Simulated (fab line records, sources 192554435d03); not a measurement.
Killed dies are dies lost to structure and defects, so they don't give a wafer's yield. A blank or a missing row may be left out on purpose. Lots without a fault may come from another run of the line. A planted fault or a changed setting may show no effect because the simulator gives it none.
Split-lot experiment | flow n5_finfet | 7 lots, 21 wafers read, on a route of 1938 steps

THE SPLIT
At N5_ZERO_LAYER_DEVELOP_10 (develop time 60 s), the setting develop_time_s was moved away from the recipe's 60 s on 8 of the 21 wafers read, by -18.2% to +16.1%. The other wafers ran this setting at the recipe's value.

FROM THE SPLIT TO THE READING: what the file shows between them, 1 step
- N5_ZERO_LAYER_HARDBAKE_23: time 120 s

THE READING
cd_nm, in nm, at N5_ZERO_LAYER_CD_MEAS_11 (target cd 2000 nm). Fault-free wafers of this fab line usually give 2000.5 nm, standard deviation 1.5 nm.

wafer  | tool, chamber at the split | develop_time_s as run, s | against the recipe | cd_nm, nm | against lot-mates on the recipe
L077.1 | litho_track-03, 0          | 60                       | recipe             | 1998.1    | -
L077.4 | litho_track-03, 0          | 60                       | recipe             | 2000.0    | -
L077.5 | litho_track-03, 0          | 60                       | recipe             | 2001.3    | -
L081.1 | litho_track-03, 0          | 60                       | recipe             | 2001.0    | -
L081.2 | litho_track-03, 0          | 60                       | recipe             | 2000.5    | -
L081.3 | litho_track-03, 0          | 60                       | recipe             | 1999.8    | -
L083.1 | litho_track-05, 0          | 60                       | recipe             | 2002.6    | -
L083.3 | litho_track-05, 0          | 50.6                     | -15.7%             | 1997.1    | -5.2
L083.4 | litho_track-05, 0          | 60                       | recipe             | 2001.9    | -
L085.1 | litho_track-01, 0          | 49.1                     | -18.2%             | 1995.6    | -5.6
L085.3 | litho_track-01, 0          | 49.1                     | -18.2%             | 1996.8    | -4.4
L085.4 | litho_track-01, 0          | 60                       | recipe             | 2001.2    | -
L095.1 | litho_track-05, 0          | 69.65                    | +16.1%             | 2004.3    | +3.1
L095.5 | litho_track-05, 0          | 69.65                    | +16.1%             | 2003.4    | +2.2
L095.6 | litho_track-05, 0          | 60                       | recipe             | 2001.2    | -
L096.1 | litho_track-05, 0          | 54.42                    | -9.3%              | 1999.3    | -1.0
L096.2 | litho_track-05, 0          | 54.42                    | -9.3%              | 1998.3    | -2.0
L096.5 | litho_track-05, 0          | 60                       | recipe             | 2000.3    | -
L097.3 | litho_track-05, 0          | 50.9                     | -15.2%             | 1999.2    | -2.6
L097.5 | litho_track-05, 0          | 60                       | recipe             | 2002.2    | -
L097.6 | litho_track-05, 0          | 60                       | recipe             | 2001.5    | -

THE FIT
A straight line over all 21 wafers: cd_nm changes by +0.211 nm for each +1% of develop_time_s; r = +0.88; the points scatter about the line by 1.1 nm.
The same after taking each lot's own level away (the mean of its wafers on the recipe; 21 wafers): +0.223 nm for each +1%; r = +0.92; scatter 0.89 nm.
On that fit, the largest move of develop_time_s shifts the reading by 4 nm.
The lots' own levels span 1999.80 to 2002.25 nm, that is 1.6 times the standard deviation above.
So the lot-to-lot level changes the slope little: the two slopes agree.
Check: with one of the wafers moved furthest among these (-18.2%) left out of the fit, the line predicts -3.89 nm for it against its lot-mates. It came out at -5.6 nm against them.

THE FILE'S OWN FIT
cd_nm changes by +0.232 nm for each +1% of develop_time_s, r = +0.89.
